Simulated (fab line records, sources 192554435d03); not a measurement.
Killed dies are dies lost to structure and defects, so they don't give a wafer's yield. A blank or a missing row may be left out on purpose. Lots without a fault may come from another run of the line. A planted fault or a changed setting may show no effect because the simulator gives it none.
Which tool did it? | flow n5_finfet | 10 lots, 28 wafers sampled, at 6 steps of a route of 1938

WHAT THE GAUGES READ, wafer by wafer
N5_PASSIVATION_INSPECT_57: inspects for defects (macro).
lot  | measured     | on                | raw_defect_count
L360 | day 13 05:32 | defect_inspect-02 | 2 3 1
L361 | day 13 05:54 | defect_inspect-02 | 1 3 1
L372 | day 16 10:28 | defect_inspect-02 | 98 107 85
L374 | day 16 13:56 | defect_inspect-01 | 2 1 3
L373 | day 16 21:14 | defect_inspect-02 | 109 97 103
L378 | day 17 06:56 | defect_inspect-01 | 5 1
L377 | day 17 12:22 | defect_inspect-01 | 3 2 2
L376 | day 17 12:39 | defect_inspect-02 | 2 5
L380 | day 17 17:28 | defect_inspect-02 | 1 0 3
L379 | day 17 18:00 | defect_inspect-01 | 3 0 3

WHICH TOOL RAN EACH LOT (tool, then ch and the chambers of the sampled wafers, then the start)
lot  | N5_PASSIVATION_ETCH_59            | N5_PASSIVATION_DESCUM_46           | N5_PASSIVATION_PASS_ETCH_47        | N5_PASSIVATION_STRIP_48            | N5_PASSIVATION_PROBE_49
L360 | rie_metal-01 ch 0,1, day 13 00:23 | rie_diel-04 ch 0,2,3, day 13 02:07 | rie_diel-04 ch 0,2,3, day 13 02:10 | rie_diel-04 ch 0,2,3, day 13 02:41 | prober-02, day 13 05:11
L361 | rie_metal-02 ch 0,1, day 13 00:41 | rie_diel-06 ch 1,2,3, day 13 02:30 | rie_diel-06 ch 1,2,3, day 13 02:32 | rie_diel-06 ch 1,2,3, day 13 03:03 | prober-01, day 13 05:42
L372 | rie_metal-02 ch 1, day 16 05:32   | rie_diel-06 ch 1,2, day 16 07:04   | rie_diel-06 ch 1,2, day 16 07:05   | rie_diel-06 ch 1,2, day 16 07:37   | prober-02, day 16 10:09
L374 | rie_metal-01 ch 0,1, day 16 09:18 | rie_diel-06 ch 2,3, day 16 10:31   | rie_diel-06 ch 2,3, day 16 10:34   | rie_diel-06 ch 2,3, day 16 11:04   | prober-01, day 16 13:41
L373 | rie_metal-02 ch 0,1, day 16 16:29 | rie_diel-04 ch 1,2,3, day 16 17:50 | rie_diel-04 ch 1,2,3, day 16 17:52 | rie_diel-04 ch 1,2,3, day 16 18:23 | prober-02, day 16 20:56
L378 | rie_metal-01 ch 0,1, day 17 02:11 | rie_diel-04 ch 0,3, day 17 03:34   | rie_diel-04 ch 0,3, day 17 03:41   | rie_diel-04 ch 0,3, day 17 04:07   | prober-01, day 17 06:47
L377 | rie_metal-02 ch 1, day 17 07:30   | rie_diel-01 ch 0,2,3, day 17 08:58 | rie_diel-01 ch 0,2,3, day 17 09:00 | rie_diel-01 ch 0,2,3, day 17 09:31 | prober-02, day 17 12:01
L376 | rie_metal-03 ch 0, day 17 07:36   | rie_diel-04 ch 1,3, day 17 09:15   | rie_diel-04 ch 1,3, day 17 09:17   | rie_diel-04 ch 1,3, day 17 09:49   | prober-01, day 17 12:18
L380 | rie_metal-03 ch 0,1, day 17 12:36 | rie_diel-04 ch 0,1,3, day 17 13:59 | rie_diel-04 ch 0,1,3, day 17 14:07 | rie_diel-04 ch 0,1,3, day 17 14:32 | prober-02, day 17 17:15
L379 | rie_metal-01 ch 1, day 17 13:00   | rie_diel-04 ch 0,1, day 17 14:34   | rie_diel-04 ch 0,1, day 17 14:35   | rie_diel-04 ch 0,1, day 17 15:07   | prober-02, day 17 17:38
- N5_PASSIVATION_ETCH_59: etches TaN in Cl2/BCl3, target depth 65 nm, time 34.9 s.
- N5_PASSIVATION_DESCUM_46: chemistry O2, time 7.9 s.
- N5_PASSIVATION_PASS_ETCH_47: etches SiNx in CF4/O2, target depth 770 nm, time 385 s.
- N5_PASSIVATION_STRIP_48: strips in O2.
- N5_PASSIVATION_PROBE_49

WHAT THE TOOLS THEMSELVES READ (means of the sampled wafers that have a number; where no wafer has one, the mark that the record gives instead)
N5_PASSIVATION_ETCH_59.
lot  | tool         | drypump_motor_current_A (A) | oes_product_au (a.u.) | throttle_valve_pct (%)
L360 | rie_metal-01 | 5.56                        | 0.69                  | 20.84
L361 | rie_metal-02 | 5.84                        | 0.72                  | 21.24
L372 | rie_metal-02 | 5.86                        | 0.67                  | 21.26
L374 | rie_metal-01 | 5.58                        | 0.68                  | 20.85
L373 | rie_metal-02 | 5.81                        | 0.74                  | 21.27
L378 | rie_metal-01 | 5.57                        | 0.67                  | 20.93
L377 | rie_metal-02 | 5.86                        | 0.67                  | 21.28
L376 | rie_metal-03 | 6.00                        | 0.81                  | 21.05
L380 | rie_metal-03 | 5.61                        | 0.79                  | 21.03
L379 | rie_metal-01 | 5.66                        | 0.67                  | 21.07

N5_PASSIVATION_DESCUM_46.
lot  | tool        | drypump_motor_current_A (A) | oes_product_au (a.u.) | rf_vpp_V (V) | showerhead_plenum_p_Torr (Torr) | throttle_valve_pct (%)
L360 | rie_diel-04 | 5.8                         | 0.71                  | 242.3        | 2.04                            | 20.48
L361 | rie_diel-06 | 5.7                         | 0.84                  | 243.8        | 2.13                            | 20.31
L372 | rie_diel-06 | 5.6                         | 0.84                  | 244.7        | 2.17                            | 20.35
L374 | rie_diel-06 | 5.5                         | 0.78                  | 243.1        | 2.09                            | 20.32
L373 | rie_diel-04 | 5.8                         | 0.74                  | 243.2        | 2.07                            | 20.59
L378 | rie_diel-04 | 6.0                         | 0.68                  | 241.1        | 2.00                            | 20.40
L377 | rie_diel-01 | 5.7                         | 0.79                  | 243.0        | 2.13                            | 20.46
L376 | rie_diel-04 | 5.8                         | 0.78                  | 242.9        | 2.06                            | 20.47
L380 | rie_diel-04 | 5.8                         | 0.73                  | 242.5        | 2.04                            | 20.45
L379 | rie_diel-04 | 5.8                         | 0.74                  | 241.9        | 2.04                            | 20.47

N5_PASSIVATION_PASS_ETCH_47.
lot  | tool        | drypump_motor_current_A (A) | oes_product_au (a.u.) | rf_vpp_V (V) | showerhead_plenum_p_Torr (Torr) | throttle_valve_pct (%)
L360 | rie_diel-04 | 5.8                         | 0.72                  | 243          | 2.13                            | 15.87
L361 | rie_diel-06 | 5.7                         | 0.82                  | 240          | 2.25                            | 15.76
L372 | rie_diel-06 | 5.6                         | 0.83                  | 236          | 2.29                            | 15.81
L374 | rie_diel-06 | 5.5                         | 0.77                  | 241          | 2.21                            | 15.81
L373 | rie_diel-04 | 5.7                         | 0.75                  | 243          | 2.17                            | 15.98
L378 | rie_diel-04 | 6.0                         | 0.69                  | 240          | 2.10                            | 15.82
L377 | rie_diel-01 | 5.7                         | 0.79                  | 240          | 2.25                            | 15.92
L376 | rie_diel-04 | 5.8                         | 0.78                  | 241          | 2.17                            | 15.87
L380 | rie_diel-04 | 5.8                         | 0.75                  | 242          | 2.14                            | 15.85
L379 | rie_diel-04 | 5.8                         | 0.75                  | 241          | 2.14                            | 15.85

N5_PASSIVATION_STRIP_48.
lot  | tool        | chamber_pressure_mTorr (mTorr) | drypump_motor_current_A (A) | oes_product_au (a.u.) | rf_vpp_V (V) | showerhead_plenum_p_Torr (Torr) | throttle_valve_pct (%)
L360 | rie_diel-04 | 30.02                          | 5.9                         | 0.70                  | 3.6          | 2.04                            | 16.76
L361 | rie_diel-06 | 30.00                          | 5.7                         | 0.81                  | 2.3          | 2.14                            | 16.58
L372 | rie_diel-06 | -                              | -                           | -                     | -            | -                               | -
L374 | rie_diel-06 | 29.90                          | 5.5                         | 0.77                  | 4.4          | 2.09                            | 16.59
L373 | rie_diel-04 | -                              | -                           | -                     | -            | -                               | -
L378 | rie_diel-04 | 30.07                          | 6.0                         | 0.68                  | 2.0          | 2.00                            | 16.68
L377 | rie_diel-01 | 29.98                          | 5.7                         | 0.77                  | 4.6          | 2.14                            | 16.70
L376 | rie_diel-04 | 30.08                          | 5.8                         | 0.75                  | 4.3          | 2.06                            | 16.68
L380 | rie_diel-04 | 30.02                          | 5.8                         | 0.74                  | 1.6          | 2.04                            | 16.73
L379 | rie_diel-04 | 30.12                          | 5.8                         | 0.76                  | 4.2          | 2.05                            | 16.72

N5_PASSIVATION_PROBE_49.
lot  | tool      | defect_limited_yield (%) | killed_at_M0_to_M3 | killed_at_M4_up | killed_at_contacts | killed_at_front_end | killed_at_other | killed_dies | killed_open | killed_short | sort_bin_4_leakage (%) | sort_bin_5_function (%) | sort_bin_6_memory (%) | sort_n_pass | sort_yield_pct (%)
L360 | prober-02 | 90.8                     | 30                 | 11              | 13                 | 48                  | 6               | 109         | 63          | 45           | 0.00                   | 5.2                     | 3.6                   | 1071        | 90.8
L361 | prober-01 | 92.4                     | 31                 | 8               | 12                 | 37                  | 3               | 90          | 62          | 27           | 0.00                   | 4.3                     | 3.1                   | 1090        | 92.4
L372 | prober-02 | 91.0                     | 32                 | 9               | 13                 | 47                  | 4               | 106         | 74          | 31           | 0.00                   | 5.3                     | 3.4                   | 1074        | 91.0
L374 | prober-01 | 90.9                     | 37                 | 14              | 13                 | 42                  | 1               | 107         | 76          | 31           | 0.00                   | 5.4                     | 3.3                   | 1073        | 90.9
L373 | prober-02 | 90.7                     | 40                 | 15              | 11                 | 36                  | 7               | 109         | 71          | 36           | 0.00                   | 5.4                     | 3.6                   | 1071        | 90.7
L378 | prober-01 | 91.0                     | 19                 | 10              | 10                 | 66                  | 2               | 107         | 64          | 34           | 0.34                   | 5.6                     | 3.0                   | 1069        | 90.6
L377 | prober-02 | 90.6                     | 44                 | 9               | 15                 | 42                  | 1               | 111         | 71          | 40           | 0.00                   | 5.6                     | 3.4                   | 1069        | 90.6
L376 | prober-01 | 90.6                     | 21                 | 19              | 6                  | 56                  | 9               | 111         | 75          | 36           | 0.00                   | 5.2                     | 4.0                   | 1069        | 90.6
L380 | prober-02 | 90.0                     | 40                 | 20              | 7                  | 49                  | 3               | 119         | 90          | 27           | 0.00                   | 5.9                     | 3.8                   | 1061        | 90.0
L379 | prober-02 | 92.0                     | 29                 | 10              | 7                  | 46                  | 4               | 95          | 63          | 30           | 0.00                   | 4.7                     | 3.2                   | 1085        | 92.0

THE ANSWER, worked out from the rows above alone
Rule: what is usual is taken from the lots themselves. Put in order of their means at a reading, lots are off if they are a third of the lots or fewer, leave a main group of 4 or more, and stand apart from it by a gap of 3 or more times the standard deviation of the main group's means; of several such gaps the widest counts. A main group whose means are all the same, to the digits that the tables above print for the reading, isn't used. A lot without any number at a reading at which 4 lots or more have one is off too. The other lots that the step has rows for count as sound. The gauges are gone through in route order, then the tools' own readings, and for those a lot's mean is taken as printed above. The first step at which some lot is off is used, and at that step the reading that is off furthest; a lot without a number counts as furthest.
Off: L372, L373, at N5_PASSIVATION_INSPECT_57 (raw_defect_count). The main group: mean 2.2, standard deviation 0.66.
A tool fits if, at a process step before that reading, it ran every lot that is off, and no sound lot after the first of them. The gauges at N5_PASSIVATION_INSPECT_57 aren't tried: what is off there is off at N5_PASSIVATION_STRIP_48 too, on other tools, and a gauge's error can't cause that. None of those tried fits.

WHAT THE SIMULATOR HAD PUT IN
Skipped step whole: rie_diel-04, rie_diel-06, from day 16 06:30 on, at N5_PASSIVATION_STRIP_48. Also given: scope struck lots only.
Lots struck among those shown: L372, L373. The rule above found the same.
